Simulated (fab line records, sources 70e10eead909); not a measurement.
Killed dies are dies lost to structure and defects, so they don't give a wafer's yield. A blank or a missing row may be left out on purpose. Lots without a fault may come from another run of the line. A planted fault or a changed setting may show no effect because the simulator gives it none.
One fault seen from 3 desks | flow nand_harc | each desk has only its own numbers; what lay behind them comes last

THE TOOL OWNER'S DESK: rie_diel-05
The tool's own readings at NHARC_A_BLC_ETCH_16 (etches the open film in CF4, target depth 39 nm, time 65 s): means of the sampled wafers that have a number, for each lot that ran on this tool. A lot is out of limits, marked OUT, if its mean lies more than 4 standard deviations from the usual mean; the brackets give that distance.
Columns: A = drypump_motor_current_A at NHARC_A_BLC_ETCH_16, usual 5.9 A; B = oes_product_au at NHARC_A_BLC_ETCH_16, usual 1.002 a.u.; C = rf_vpp_V at NHARC_A_BLC_ETCH_16, usual 151.1 V; D = run_length_s at NHARC_A_BLC_ETCH_16, usual 86.3 s; E = showerhead_plenum_p_Torr at NHARC_A_BLC_ETCH_16, usual 1.75 Torr; F = throttle_valve_pct at NHARC_A_BLC_ETCH_16, usual 13.283 %
lot  | first seen here | A   | B     | C     | D              | E    | F
L823 | day 17 19:45    | 6.2 | 0.995 | 151.7 | 86.3           | 1.79 | 13.284
L825 | day 18 17:14    | 6.0 | 1.013 | 150.9 | 86.2           | 1.72 | 13.288
L827 | day 19 06:24    | 6.2 | 1.009 | 151.3 | 86.4           | 1.79 | 13.280
L828 | day 19 12:26    | 5.9 | 1.008 | 150.2 | 86.4           | 1.68 | 13.280
L831 | day 20 00:40    | 6.1 | 1.001 | 151.7 | 86.0           | 1.78 | 13.282
L833 | day 20 05:51    | 5.9 | 0.994 | 152.4 | 85.9           | 1.75 | 13.285
L835 | day 20 14:38    | 6.1 | 1.006 | 149.8 | 79.5 (-19) OUT | 1.71 | 13.274
L830 | day 20 15:27    | 6.1 | 1.007 | 149.4 | 79.2 (-20) OUT | 1.71 | 13.280
L834 | day 21 00:05    | 6.1 | 1.003 | 151.5 | 76.9 (-26) OUT | 1.76 | 13.279
This desk's finding: out of limits on L830, L834, L835; first on L835, day 20 14:38 (run_length_s at NHARC_A_BLC_ETCH_16). In limits: L823, L825, L827, L828, L831, L833.

THE DEFECT DESK
What the inspections along the route counted, lot by lot: means of the sampled wafers that have a number. A lot is out of limits, marked OUT, if its mean lies more than 4 standard deviations from the usual mean; the brackets give that distance.
Columns: A = raw_defect_count at NHARC_A_CONTACT_INSPECT_23, usual 420
lot  | first seen here | A
L820 | day 17 01:55    | 302
L821 | day 17 13:33    | 391
L823 | day 17 18:58    | 358
L825 | day 18 16:28    | 400
L827 | day 19 05:37    | 462
L828 | day 19 11:39    | 428
L829 | day 19 12:16    | 285
L831 | day 19 23:52    | 449
L833 | day 20 04:54    | 365
L835 | day 20 13:50    | 526
L830 | day 20 14:34    | 406
L834 | day 20 23:17    | 343
L836 | day 21 01:31    | 511
L842 | day 23 01:43    | 365
This desk's finding: nothing out of limits on any of the 14 lots.

THE METROLOGY DESK
What the gauges read, lot by lot, whatever tool the lot ran on: means of the sampled wafers that have a number. A lot is out of limits, marked OUT, if its mean lies more than 4 standard deviations from the usual mean; the brackets give that distance.
Columns: A = cd_nm at NHARC_A_CONTACT_CD_MEAS_15, usual 90.2 nm; B = cd_nm at NHARC_A_BLC_CD_MEAS_19, usual 100.4 nm
lot  | first seen here | A    | B
L820 | day 16 22:19    | 90.6 | 99.9
L821 | day 17 08:21    | 90.6 | 99.4
L823 | day 17 16:23    | 89.8 | 99.6
L825 | day 18 13:55    | 90.4 | 102.0
L827 | day 19 03:11    | 90.0 | 100.1
L828 | day 19 06:29    | 89.7 | 100.2
L829 | day 19 07:42    | 90.1 | 99.2
L831 | day 19 19:44    | 90.4 | 99.8
L833 | day 20 02:07    | 90.0 | 100.6
L835 | day 20 07:18    | 89.8 | 100.2
L830 | day 20 08:03    | 90.1 | 102.1
L834 | day 20 18:12    | 89.6 | 99.4
L836 | day 20 22:37    | 89.9 | 99.8
L842 | day 22 23:11    | 90.5 | 100.1
This desk's finding: nothing out of limits on any of the 14 lots.

PUT TOGETHER
The tool owner's desk could have raised an alarm at day 20 14:38, on L830, L834, L835.
The defect desk saw nothing out of limits.
The metrology desk saw nothing out of limits.
The defect desk has L830, L834, L835 on record, within its limits.
The metrology desk has L830, L834, L835 on record, within its limits.
Of the lots named, all ran NHARC_A_BLC_ETCH_16 on rie_diel-05.

WHAT THE SIMULATOR HAD PUT IN
Process parameter drift: rie_diel-05, from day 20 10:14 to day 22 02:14, at NHARC_A_BLC_ETCH_16. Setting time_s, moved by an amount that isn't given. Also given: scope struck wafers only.
Lots struck among those shown: L830, L834, L835.
Hours from the fault's start to each desk's first reading out of limits: the tool owner's desk, 4.
